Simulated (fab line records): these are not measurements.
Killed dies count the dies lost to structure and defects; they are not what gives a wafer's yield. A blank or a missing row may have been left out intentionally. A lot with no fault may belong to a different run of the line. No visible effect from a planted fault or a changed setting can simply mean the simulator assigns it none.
Matching of chambers    flow nand_harc    NHARC_HYBRID_BOND_ACTIVATE_00 on rie_diel-11: 4 sister chambers
The step chemistry N2, time 60 s. 8 wafers are shown with their chamber, then 10 later ones without.

## WAFERS PAIRED WITH THEIR CHAMBERS
wafer   chamber  showerhead_plenum_p_Torr (Torr)  drypump_motor_current_A (A)
L921.2  0        1.63                             6.2
L926.1  1        1.83                             5.6
L927.3  0        1.63                             6.1
L930.2  1        1.83                             5.6
L930.5  3        1.80                             5.4
L930.6  2        1.87                             6.1
L934.2  2        1.87                             6.1
L934.3  3        1.79                             5.4

## WAFERS WHOSE CHAMBER IS MISSING
wafer   showerhead_plenum_p_Torr (Torr)  drypump_motor_current_A (A)
L934.5  1.83                             5.6
L932.4  1.83                             5.7
L932.5  1.79                             5.4
L932.6  1.63                             6.1
L939.2  1.79                             5.5
L939.3  1.82                             5.6
L939.5  1.79                             5.5
L938.3  1.79                             5.4
L938.5  1.82                             5.6
L938.6  1.79                             5.4

## THE CHAMBER EACH PASSED THROUGH
wafer   from the rows above  in truth
L934.5  1                    1
L932.4  1                    1
L932.5  3                    3
L932.6  0                    0
L939.2  3                    3
L939.3  1                    1
L939.5  3                    3
L938.3  3                    3
L938.5  1                    1
L938.6  3                    3
Placed correctly: 10 of 10. Number that these rows cannot place: 0. 0 placed wrongly.
How it was worked out, from the rows above alone: a wafer's distance from a chamber is the root of the sum, over the readings, of the square of ((its reading less the chamber's mean) divided by the reading's scatter). The wafer belongs to the nearest chamber; if the next one is less than 2 further off, it can't be placed. For every chamber, the mean is computed from those of its wafers that are shown. How the scatter is found: for the shown wafers, subtract from each reading the mean of its chamber, square and add these, divide the total by (wafers less chambers), then take the root.
